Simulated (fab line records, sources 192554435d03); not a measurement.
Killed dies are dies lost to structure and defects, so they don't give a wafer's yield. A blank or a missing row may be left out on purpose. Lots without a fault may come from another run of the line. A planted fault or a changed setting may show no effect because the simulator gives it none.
A struck lot beside a sound one | flow n5_finfet | 40 steps out of a route of 1938
Sound: wafers L207.2, L207.3, L207.6. Struck: wafer L200.1. (L200.3, L200.4 of the same lot were not struck and are left out.) The cause comes at the end.
At each step with rows: each side's tool, then ch and its chambers, then its first start. Under that, the readings that differ: sound wafers | struck wafers | difference of the means | sigmas: that difference in standard deviations of wafers without a fault.
alike: readings whose means differ by less than 2 such deviations, and words and numbers that are the same on both sides. not compared: withheld readings, readings that some wafer has no value for, bounds like >300 that may hide the same value, and numbers for which the record gives no deviation and whose values overlap.
The two part at a step that has a row with sigmas, a row that says differs or no value, or rows on one side only. Numbers that don't overlap but have no deviation are shown without sigmas and don't part them. A reading that every wafer of one side lacks parts them only if that side has two wafers or more.

first, 10 steps without rows for these wafers: N5_HKMG_FIN_CMP_23 (polishes, stops on SiNx, t overpolish 10 s, target thk 46.326 nm); N5_HKMG_FIN_CMP_94 (polishes, stops on SiNx, t overpolish 4.7 s, target thk 43.299 nm); N5_GATE_CUT_ETCHBACK_00 (etches W in SF6/Cl2); N5_GATE_CUT_ETCH_56 (etches TiN in Cl2/Ar, target depth 21.6 nm); N5_GATE_CUT_ETCHBACK_30 (etches TiN in Cl2/Ar, target depth 3 nm); N5_GATE_CUT_VAPOR_ETCH_60 (etches HfO2 in BCl3/Cl2); N5_GATE_CUT_ETCH_58 (etches SiNx in CH3F/O2, target depth 17 nm, time 128.6 s); N5_GATE_CUT_STRIP_59 (strips in N2/H2, time 20 s); N5_GATE_CUT_PRECLEAN_31 (cleans in DIW, time 300 s); N5_GATE_CUT_SRD_32 (time 30 s).
N5_GATE_CUT_SAC_CAP_01: material SiNx, target thk 24 nm, pulse time 1 s, ald cycles 480.
  sound on ald_sin-04 ch 0,2,3, day 8 23:14; struck on ald_sin-03 ch 3, day 7 06:50
  reading                                       | sound       | struck | difference | sigmas
  ald_cycles                                    | 480 480 480 | 273    | -207       |
  model.SiNx_of_GATE_CUT_SAC_CAP_01.thk_nm (nm) | 24 24 23.8  | 13.8   | -10.1      |
  alike: heater_power_w, precursor_pulse_height_rel
then, 25 steps without rows for these wafers: N5_GATE_CUT_PECVD_57 (deposits SiNx from SiH4/NH3/N2, target thk 21 nm); N5_GATE_CUT_CMP_02 (polishes, stops on SiO2, t overpolish 12.7 s, target thk 0 nm); N5_GATE_CUT_HM_DEP_46 (deposits SiO2 from TEOS/O2, target thk 130 nm, time 26.6 s); N5_GATE_CUT_COAT_34 (time 60 s, resist thk 60 nm); N5_GATE_CUT_COAT_35 (time 60 s, resist thk 10 nm); N5_GATE_CUT_COAT_27 (time 60 s, resist thk 10 nm); N5_GATE_CUT_COAT_07 (resist thk 30 nm); N5_GATE_CUT_EBR_09; N5_GATE_CUT_SOFTBAKE_08 (time 60 s); N5_GATE_CUT_EXPOSE_10 (exposes mask GATE CUT, target cd 20 nm); N5_GATE_CUT_PEB_11 (peb time 60 s); N5_GATE_CUT_DEVELOP_12 (develop time 30 s); N5_GATE_CUT_DESCUM_18 (chemistry O2, time 7 s); N5_GATE_CUT_ETCH_28 (etches underlayer in N2/H2, target depth 13 nm, time 10.4 s); N5_GATE_CUT_ETCH_36 (etches SiARC in CF4, target depth 13 nm, time 21.7 s); N5_GATE_CUT_ETCH_37 (etches SOC in N2/H2, target depth 60 nm, overetch 12 nm, time 90 s); N5_GATE_CUT_STRIP_38 (strips in N2/H2); N5_GATE_CUT_STRIP_39 (strips in N2/H2); N5_GATE_CUT_HM_OPEN_40 (chemistry C4F6/O2, target SiO2, target depth 139 nm, time 85.1 s); N5_GATE_CUT_STRIP_41 (strips in CF4); N5_GATE_CUT_STRIP_42 (strips in O2); N5_GATE_CUT_ETCH_19 (etches SiNx in CH3F/O2, target depth 53.7 nm, time 76.7 s); N5_GATE_CUT_CUT_ETCH_53 (etches W in SF6/Cl2, target depth 79.2 nm); N5_GATE_CUT_CUT_ETCH_54 (etches TiN in Cl2/BCl3, target depth 96.7 nm); N5_GATE_CUT_CUT_ETCH_55 (etches HfO2 in BCl3, target depth 3.2 nm).
N5_MOL_CONTACT_COAG_CMP_28: polishes, stops on SiNx, t overpolish 0.85 s, target thk 14.522 nm.
  sound on cmp-02 ch 0,1, day 9 16:17; struck on cmp-02 ch 3, day 7 23:38
  reading                                       | sound             | struck | difference | sigmas
  edge_zone_pressure_frac                       | 1.002 1.013 0.999 | 0.992  | -0.013     | -3
  time_to_endpoint_s (s)                        | 0.9 2.0 3.3       | 8.6    | +6.5       | +3
  model.SiNx_of_GATE_CUT_SAC_CAP_01.thk_nm (nm) | 17.8 17.8 17.8    | 10.2   | -7.6       |
  alike: motor_current_A
  not compared: pad_life_wafers
N5_MOL_CONTACT_COAG_THK_MEAS_29:
  sound on film_metro-01, day 9 16:35; struck on film_metro-01, day 7 23:55
  reading         | sound             | struck | difference | sigmas
  MD_CAP_THK (nm) | 17.88 17.85 17.85 | 10.31  | -7.55      | -94
N5_MOL_CONTACT_COAG_ETCH_47: etches SiNx in CH3F/O2, stops on W, target depth 27 nm.
  sound on rie_diel-01 ch 2,3, day 9 18:22; struck on rie_diel-03 ch 3, day 8 01:44
  reading                                      | sound             | struck | difference | sigmas
  drypump_motor_current_A (A)                  | 6.1 5.9 6.2       | 5.1    | -1.0       | -3
  etch_rf_on_time_s (s)                        | 30.4 31.1 30.5    | 18.5   | -12.2      | -26
  oes_product_au (a.u.)                        | 0.81 0.65 0.81    | 0.62   | -0.14      | -2
  model.etch.t_clear_s (s)                     | 25.32 25.9 25.41  | 15.39  | -10.15     |
  model.MOL_CONTACT_COAG.feature_depth_nm (nm) | 18.4 18.4 18.4    | 10.6   | -7.8       |
  model.etch.depth_nm (nm)                     | 17.87 17.88 17.83 | 10.3   | -7.6       |
  alike: oes_ar_750_au, rf_vpp_V, showerhead_plenum_p_Torr, throttle_valve_pct
  not compared: rf_hours_counter_h
-- the record jumps here: 4 days lie between the struck wafers' starts before and after (it left off in module MOL_CONTACT_COAG and takes up again in module BEOL_M4, whose first step shown is number 1111 of the route) --
N5_BEOL_M4_RC_MEAS_101:
  sound on prober-01 ch 0, day 13 11:55; struck on prober-01 ch 0, day 11 23:40
  alike: DIBL_N, DIBL_P, IOFF_N, IOFF_P, ION_N, ION_P, SS_N, SS_P, VT_N, VT_P

WHERE THEY PART
First at N5_MOL_CONTACT_COAG_CMP_28; last, within this record, at N5_MOL_CONTACT_COAG_ETCH_47. Later steps at which nothing parts them and some readings are alike: N5_BEOL_M4_RC_MEAS_101.

WHY: what the simulator had put in
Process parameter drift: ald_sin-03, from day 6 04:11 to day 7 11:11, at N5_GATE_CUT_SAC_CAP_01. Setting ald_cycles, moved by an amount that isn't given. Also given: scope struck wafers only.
